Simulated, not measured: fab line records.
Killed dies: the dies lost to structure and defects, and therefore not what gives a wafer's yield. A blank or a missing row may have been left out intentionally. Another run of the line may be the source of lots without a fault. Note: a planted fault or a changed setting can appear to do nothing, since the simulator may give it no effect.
Chamber matching ; flow nand-harc ; rie-diel-13 running NHARC_A_STAIRCASE_ETCH_313: 4 sister chambers
The step etches the open film in CF4/CHF3. 16 wafers are shown with their chamber, then 8 later ones without.

== WAFERS PAIRED WITH THEIR CHAMBERS ==
wafer;chamber;showerhead-plenum-p-Torr (Torr);drypump-motor-current-A (A);rf-vpp-V (V)
L077.1;1;1.48;5.63;367.4
L077.4;3;1.52;5.45;368.7
L077.5;3;1.52;5.45;369.2
L082.1;1;1.48;5.65;367.0
L082.4;0;1.55;5.72;370.2
L082.6;1;1.48;5.63;368.0
L082.2;2;1.46;6.19;367.4
L082.3;3;1.51;5.43;369.0
L082.5;2;1.46;6.19;366.2
L084.1;3;1.51;5.44;368.4
L084.3;0;1.55;5.68;368.6
L084.5;0;1.55;5.70;368.9
L086.4;0;1.55;5.70;369.8
L086.5;2;1.46;6.15;366.2
L086.6;3;1.51;5.44;369.5
L092.3;3;1.50;5.40;367.8

SIGNATURES (means of the wafers above)
reading;chamber 0;chamber 1;chamber 2;chamber 3;scatter within a chamber
showerhead-plenum-p-Torr;1.5500;1.4800;1.4600;1.5117;0.00486
drypump-motor-current-A;5.7000;5.6367;6.1767;5.4350;0.018
rf-vpp-V;369.375;367.467;366.600;368.767;0.646
Rule: for a wafer and a chamber, the distance is found by dividing, reading by reading, the gap between the wafer's reading and the chamber's mean by the reading's scatter, squaring, summing and taking the root. If the next closest chamber is less than 2 further off than the closest, the wafer can't be placed; otherwise it belongs to the closest. The scatter: the root of (the sum of the squares of (reading less its chamber's mean) over the shown wafers, divided by (wafers less chambers)).

== WAFERS MISSING THEIR CHAMBER ==
wafer;showerhead-plenum-p-Torr (Torr);drypump-motor-current-A (A);rf-vpp-V (V)
L092.4;1.70;6.20;377.0
L092.6;1.54;5.72;369.3
L094.1;1.50;5.43;369.9
L094.3;1.69;6.17;373.8
L094.4;1.54;5.69;370.4
L097.2;1.69;6.18;372.8
L097.4;1.54;5.71;369.5
L097.5;1.69;6.16;375.5

== EACH ONE'S CHAMBER ==
wafer;from the rows above;in truth
L092.4;0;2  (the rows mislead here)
L092.6;0;0
L094.1;3;3
L094.3;0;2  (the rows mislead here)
L094.4;0;0
L097.2;0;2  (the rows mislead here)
L097.4;0;0
L097.5;0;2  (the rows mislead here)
Correctly placed: 4 of 8. Not placeable from these rows: 0. Number placed wrongly: 4.
